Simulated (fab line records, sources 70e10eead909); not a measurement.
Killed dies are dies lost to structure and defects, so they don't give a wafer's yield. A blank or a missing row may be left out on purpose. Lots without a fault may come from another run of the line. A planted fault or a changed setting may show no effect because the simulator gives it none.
One fault seen from 2 desks | flow nand_harc | each desk has only its own numbers; what lay behind them comes last

THE TOOL OWNER'S DESK: pecvd-01
The tool's own readings at NHARC_A_DECK1_JOINT_DEP_16 (deposits SiO2, target thk 45 nm): means of the sampled wafers that have a number, for each lot that ran on this tool. A lot is out of limits, marked OUT, if its mean lies more than 4 standard deviations from the usual mean; the brackets give that distance.
Columns: A = heater_power_w at NHARC_A_DECK1_JOINT_DEP_16, usual 575 W; B = showerhead_vpp_V at NHARC_A_DECK1_JOINT_DEP_16, usual 1832 V; C = throttle_valve_pct at NHARC_A_DECK1_JOINT_DEP_16, usual 16.3 %
lot  | first seen here | A   | B    | C
L238 | day 15 13:07    | 605 | 1867 | 16.3
L239 | day 16 12:13    | 672 | 1817 | 16.4
L241 | day 17 05:48    | 625 | 1872 | 16.3
L242 | day 18 01:44    | 621 | 1872 | 16.3
L245 | day 18 12:53    | 634 | 1863 | 16.3
This desk's finding: nothing out of limits on any of the 5 lots.

THE METROLOGY DESK
What the gauges read, lot by lot, whatever tool the lot ran on: means of the sampled wafers that have a number. A lot is out of limits, marked OUT, if its mean lies more than 4 standard deviations from the usual mean; the brackets give that distance.
Columns: A = thk_nm at NHARC_A_DECK1_JOINT_THK_MEAS_17, usual 44.9 nm
lot  | first seen here | A
L231 | day 12 21:23    | 45.3
L235 | day 14 09:19    | 45.0
L237 | day 15 13:22    | 45.1
L238 | day 15 13:22    | 45.5
L240 | day 16 12:20    | 44.6
L239 | day 16 12:35    | 45.5
L241 | day 17 06:04    | 44.5
L242 | day 18 02:01    | 44.4
L245 | day 18 13:10    | 42.0
L251 | day 21 12:20    | 43.8
L252 | day 22 02:12    | 44.5
L253 | day 22 02:13    | 45.0
This desk's finding: nothing out of limits on any of the 12 lots.

PUT TOGETHER
The tool owner's desk saw nothing out of limits.
The metrology desk saw nothing out of limits.

WHAT THE SIMULATOR HAD PUT IN
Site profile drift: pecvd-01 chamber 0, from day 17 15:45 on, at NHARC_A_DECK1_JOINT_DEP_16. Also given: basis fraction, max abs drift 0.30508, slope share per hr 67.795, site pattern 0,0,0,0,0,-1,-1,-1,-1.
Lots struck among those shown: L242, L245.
